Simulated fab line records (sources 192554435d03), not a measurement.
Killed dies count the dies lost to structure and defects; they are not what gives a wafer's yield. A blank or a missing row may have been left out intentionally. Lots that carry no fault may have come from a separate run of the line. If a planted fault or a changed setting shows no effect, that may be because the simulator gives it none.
Lot-split experiment / flow n5 finfet / 39 wafers read from 7 lots, route of 1938 steps

## ON THE SPLIT
At N5_DUMMY_GATE_ETCH_37 (etches SOC in N2/H2, target depth 60 nm, overetch 30 nm), the setting source w was moved away from the recipe's 840 W on 18 of the 39 wafers read, by -19.1% to +13.4%. This setting was run at the recipe's value on the other wafers.

The reading is taken at the split's own step.

## THE READING
rf vpp V, in V, at N5_DUMMY_GATE_ETCH_37 (etches SOC in N2/H2, target depth 60 nm, overetch 30 nm). On this fab line, fault-free wafers typically give 524.0 V with a standard deviation of 2.7 V.

wafer=L075.1; tool, chamber at the split=rie diel-06, 0; source w as run, W=840; against the recipe=recipe; rf vpp V, V=527.7; against lot-mates on the recipe=-
wafer=L075.4; tool, chamber at the split=rie diel-06, 2; source w as run, W=840; against the recipe=recipe; rf vpp V, V=521.4; against lot-mates on the recipe=-
wafer=L075.5; tool, chamber at the split=rie diel-06, 0; source w as run, W=840; against the recipe=recipe; rf vpp V, V=527.5; against lot-mates on the recipe=-
wafer=L076.1; tool, chamber at the split=rie diel-01, 3; source w as run, W=753.8; against the recipe=-10.3%; rf vpp V, V=545.4; against lot-mates on the recipe=+20.4
wafer=L076.2; tool, chamber at the split=rie diel-01, 1; source w as run, W=840; against the recipe=recipe; rf vpp V, V=526.1; against lot-mates on the recipe=-
wafer=L076.3; tool, chamber at the split=rie diel-01, 2; source w as run, W=753.8; against the recipe=-10.3%; rf vpp V, V=543.9; against lot-mates on the recipe=+18.9
wafer=L076.4; tool, chamber at the split=rie diel-01, 0; source w as run, W=753.8; against the recipe=-10.3%; rf vpp V, V=540.8; against lot-mates on the recipe=+15.8
wafer=L076.5; tool, chamber at the split=rie diel-01, 0; source w as run, W=840; against the recipe=recipe; rf vpp V, V=523.0; against lot-mates on the recipe=-
wafer=L076.6; tool, chamber at the split=rie diel-01, 1; source w as run, W=840; against the recipe=recipe; rf vpp V, V=525.9; against lot-mates on the recipe=-
wafer=L077.1; tool, chamber at the split=rie diel-06, 0; source w as run, W=840; against the recipe=recipe; rf vpp V, V=527.9; against lot-mates on the recipe=-
wafer=L077.2; tool, chamber at the split=rie diel-06, 3; source w as run, W=685.6; against the recipe=-18.4%; rf vpp V, V=564.1; against lot-mates on the recipe=+40.3
wafer=L077.3; tool, chamber at the split=rie diel-06, 2; source w as run, W=840; against the recipe=recipe; rf vpp V, V=522.3; against lot-mates on the recipe=-
wafer=L077.4; tool, chamber at the split=rie diel-06, 1; source w as run, W=840; against the recipe=recipe; rf vpp V, V=521.3; against lot-mates on the recipe=-
wafer=L077.5; tool, chamber at the split=rie diel-06, 2; source w as run, W=685.6; against the recipe=-18.4%; rf vpp V, V=557.5; against lot-mates on the recipe=+33.7
wafer=L077.6; tool, chamber at the split=rie diel-06, 1; source w as run, W=685.6; against the recipe=-18.4%; rf vpp V, V=558.2; against lot-mates on the recipe=+34.4
wafer=L079.1; tool, chamber at the split=rie diel-06, 0; source w as run, W=840; against the recipe=recipe; rf vpp V, V=527.7; against lot-mates on the recipe=-
wafer=L079.2; tool, chamber at the split=rie diel-06, 2; source w as run, W=951.2; against the recipe=+13.2%; rf vpp V, V=501.9; against lot-mates on the recipe=-21.9
wafer=L079.3; tool, chamber at the split=rie diel-06, 1; source w as run, W=840; against the recipe=recipe; rf vpp V, V=520.8; against lot-mates on the recipe=-
wafer=L079.4; tool, chamber at the split=rie diel-06, 3; source w as run, W=951.2; against the recipe=+13.2%; rf vpp V, V=505.8; against lot-mates on the recipe=-18.0
wafer=L079.5; tool, chamber at the split=rie diel-06, 1; source w as run, W=951.2; against the recipe=+13.2%; rf vpp V, V=500.8; against lot-mates on the recipe=-23.0
wafer=L079.6; tool, chamber at the split=rie diel-06, 2; source w as run, W=840; against the recipe=recipe; rf vpp V, V=522.9; against lot-mates on the recipe=-
wafer=L085.1; tool, chamber at the split=rie diel-06, 1; source w as run, W=840; against the recipe=recipe; rf vpp V, V=519.3; against lot-mates on the recipe=-
wafer=L085.2; tool, chamber at the split=rie diel-06, 2; source w as run, W=840; against the recipe=recipe; rf vpp V, V=521.1; against lot-mates on the recipe=-
wafer=L085.3; tool, chamber at the split=rie diel-06, 0; source w as run, W=840; against the recipe=recipe; rf vpp V, V=527.5; against lot-mates on the recipe=-
wafer=L085.4; tool, chamber at the split=rie diel-06, 3; source w as run, W=952.2; against the recipe=+13.4%; rf vpp V, V=508.0; against lot-mates on the recipe=-14.6
wafer=L085.5; tool, chamber at the split=rie diel-06, 3; source w as run, W=952.2; against the recipe=+13.4%; rf vpp V, V=505.5; against lot-mates on the recipe=-17.1
wafer=L085.6; tool, chamber at the split=rie diel-06, 0; source w as run, W=952.2; against the recipe=+13.4%; rf vpp V, V=504.4; against lot-mates on the recipe=-18.2
wafer=L091.1; tool, chamber at the split=rie diel-05, 1; source w as run, W=840; against the recipe=recipe; rf vpp V, V=521.0; against lot-mates on the recipe=-
wafer=L091.2; tool, chamber at the split=rie diel-05, 2; source w as run, W=679.9; against the recipe=-19.1%; rf vpp V, V=560.5; against lot-mates on the recipe=+39.3
wafer=L091.3; tool, chamber at the split=rie diel-05, 0; source w as run, W=679.9; against the recipe=-19.1%; rf vpp V, V=561.5; against lot-mates on the recipe=+40.3
wafer=L091.4; tool, chamber at the split=rie diel-05, 3; source w as run, W=840; against the recipe=recipe; rf vpp V, V=521.8; against lot-mates on the recipe=-
wafer=L091.5; tool, chamber at the split=rie diel-05, 3; source w as run, W=840; against the recipe=recipe; rf vpp V, V=520.8; against lot-mates on the recipe=-
wafer=L091.6; tool, chamber at the split=rie diel-05, 0; source w as run, W=679.9; against the recipe=-19.1%; rf vpp V, V=562.3; against lot-mates on the recipe=+41.1
wafer=L096.1; tool, chamber at the split=rie diel-05, 0; source w as run, W=840; against the recipe=recipe; rf vpp V, V=525.0; against lot-mates on the recipe=-
wafer=L096.2; tool, chamber at the split=rie diel-05, 1; source w as run, W=728; against the recipe=-13.3%; rf vpp V, V=547.1; against lot-mates on the recipe=+24.1
wafer=L096.3; tool, chamber at the split=rie diel-05, 3; source w as run, W=728; against the recipe=-13.3%; rf vpp V, V=546.8; against lot-mates on the recipe=+23.8
wafer=L096.4; tool, chamber at the split=rie diel-05, 3; source w as run, W=840; against the recipe=recipe; rf vpp V, V=522.4; against lot-mates on the recipe=-
wafer=L096.5; tool, chamber at the split=rie diel-05, 1; source w as run, W=840; against the recipe=recipe; rf vpp V, V=521.6; against lot-mates on the recipe=-
wafer=L096.6; tool, chamber at the split=rie diel-05, 0; source w as run, W=728; against the recipe=-13.3%; rf vpp V, V=548.0; against lot-mates on the recipe=+25.0

FIT RESULTS
A straight line over all 39 wafers: rf vpp V changes by -1.77 V for each +1% of source w; r = -0.98; the points scatter about the line by 3.2 V.
The same after taking each lot's own level away (the mean of its wafers on the recipe; 39 wafers): -1.79 V for each +1%; r = -0.98; scatter 3.4 V.
Per that fit: largest source w move, reading shift of 34 V.
From 521.20 to 525.53 V: that is the span of the lots' own levels, equal to 1.6 times the standard deviation above.
Hence the lot-to-lot level has little effect on the slope; both slopes agree.
Check: for one of the wafers moved furthest among these (-19.1%), held out of the fit, the line's prediction against its lot-mates is +35.2 V. Against them it came out at +39.3 V.
Tool readings at the split's step, against how far the setting was moved: rf vpp V r = -0.98.

## THE OTHER SPLITS THESE WAFERS WENT THROUGH
These wafers also went through other splits before the reading. Each is held against what the fit with the lots' levels taken away leaves over:
other split on the same wafers=N5_FIN_CUT_CUT_ETCH_15 time s; wafers away from the commonest value=12; r with rf vpp V (lot level and that fit taken away)=+0.04

## THE WHOLE CHAIN: every reading that the file lists as answering this split, in the file's order
step=N5_DUMMY_GATE_ETCH_37; what it does=etches SOC in N2/H2, target depth 60 nm, overetch 30 nm; reading=rf vpp V; change (the file's fit)=-1.83 V for each +1% of the setting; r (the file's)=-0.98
step=N5_DUMMY_GATE_ETCH_37; what it does=etches SOC in N2/H2, target depth 60 nm, overetch 30 nm; reading=SiARC_of_DUMMY_GATE_COAT_35.thk nm (the simulator's own value, which no gauge read); change (the file's fit)=-0.0367 nm for each +1% of the setting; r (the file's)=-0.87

## FILE'S OWN FIT
rf vpp V changes by -1.83 V for each +1% of source w, r = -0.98.
